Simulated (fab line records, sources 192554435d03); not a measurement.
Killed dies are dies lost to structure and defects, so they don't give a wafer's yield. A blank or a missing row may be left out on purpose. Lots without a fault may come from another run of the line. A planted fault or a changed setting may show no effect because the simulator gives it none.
Chamber matching | flow n5_finfet | N5_BEOL_M0_SAQP_ETCH_83 on rie_diel-02: 4 sister chambers
The step etches SiARC in CF4, target depth 39 nm, time 65 s. 22 wafers are shown with their chamber, then 11 later ones without.

WAFERS WITH THEIR CHAMBER
wafer  | chamber | showerhead_plenum_p_Torr (Torr) | throttle_valve_pct (%) | oes_product_au (a.u.)
L077.3 | 2       | 2.04                            | 15.57                  | 0.60
L077.5 | 0       | 2.21                            | 15.71                  | 0.61
L077.6 | 3       | 2.21                            | 15.60                  | 0.60
L079.2 | 1       | 2.18                            | 15.26                  | 0.72
L079.4 | 0       | 2.21                            | 15.73                  | 0.61
L079.5 | 0       | 2.21                            | 15.72                  | 0.62
L081.1 | 3       | 2.21                            | 15.63                  | 0.58
L081.2 | 0       | 2.20                            | 15.73                  | 0.59
L081.6 | 2       | 2.04                            | 15.60                  | 0.59
L082.1 | 1       | 2.18                            | 15.27                  | 0.71
L082.3 | 3       | 2.21                            | 15.65                  | 0.58
L082.4 | 2       | 2.04                            | 15.62                  | 0.59
L083.3 | 1       | 2.18                            | 15.27                  | 0.70
L083.5 | 0       | 2.20                            | 15.71                  | 0.60
L083.6 | 3       | 2.21                            | 15.64                  | 0.59
L087.2 | 2       | 2.04                            | 15.62                  | 0.58
L087.4 | 0       | 2.20                            | 15.73                  | 0.59
L087.6 | 1       | 2.18                            | 15.28                  | 0.69
L089.1 | 0       | 2.20                            | 15.75                  | 0.59
L089.3 | 2       | 2.04                            | 15.63                  | 0.59
L089.6 | 1       | 2.18                            | 15.29                  | 0.69
L091.3 | 2       | 2.03                            | 15.65                  | 0.59

SIGNATURES (means of the wafers above)
reading                  | chamber 0 | chamber 1 | chamber 2 | chamber 3 | scatter within a chamber
showerhead_plenum_p_Torr | 2.2043    | 2.1800    | 2.0383    | 2.2100    | 0.00376
throttle_valve_pct       | 15.7257   | 15.2740   | 15.6150   | 15.6300   | 0.0195
oes_product_au           | 0.6014    | 0.7020    | 0.5900    | 0.5875    | 0.0106
Rule: a wafer's distance from a chamber is the root of the sum, over the readings, of the square of ((its reading less the chamber's mean) divided by the reading's scatter). The wafer belongs to the nearest chamber; if the next one is less than 2 further off, it can't be placed. The scatter: the root of (the sum of the squares of (reading less its chamber's mean) over the shown wafers, divided by (wafers less chambers)).

WAFERS WITHOUT THEIR CHAMBER
wafer  | showerhead_plenum_p_Torr (Torr) | throttle_valve_pct (%) | oes_product_au (a.u.)
L091.4 | 2.18                            | 15.29                  | 0.69
L091.6 | 2.20                            | 15.66                  | 0.58
L092.2 | 2.20                            | 15.68                  | 0.58
L092.3 | 2.18                            | 15.28                  | 0.68
L092.5 | 2.20                            | 15.66                  | 0.58
L093.2 | 2.20                            | 15.73                  | 0.58
L093.5 | 2.17                            | 15.30                  | 0.68
L093.6 | 2.20                            | 15.76                  | 0.59
L096.3 | 2.29                            | 15.18                  | 0.81
L096.5 | 2.20                            | 15.69                  | 0.58
L096.6 | 2.20                            | 15.79                  | 0.58

WHICH CHAMBER EACH WENT THROUGH
wafer  | from the rows above     | in truth
L091.4 | 1                       | 1
L091.6 | can't be placed: 3 or 0 | 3
L092.2 | can't be placed: 0 or 3 | 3
L092.3 | 1                       | 1
L092.5 | can't be placed: 3 or 0 | 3
L093.2 | 0                       | 0
L093.5 | 1                       | 1
L093.6 | 0                       | 0
L096.3 | 1                       | 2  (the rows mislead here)
L096.5 | can't be placed: 0 or 3 | 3
L096.6 | 0                       | 0
Placed correctly: 6 of 11. Can't be placed from these rows: 4 (the true chamber is among the candidates in 4). Placed wrongly: 1.
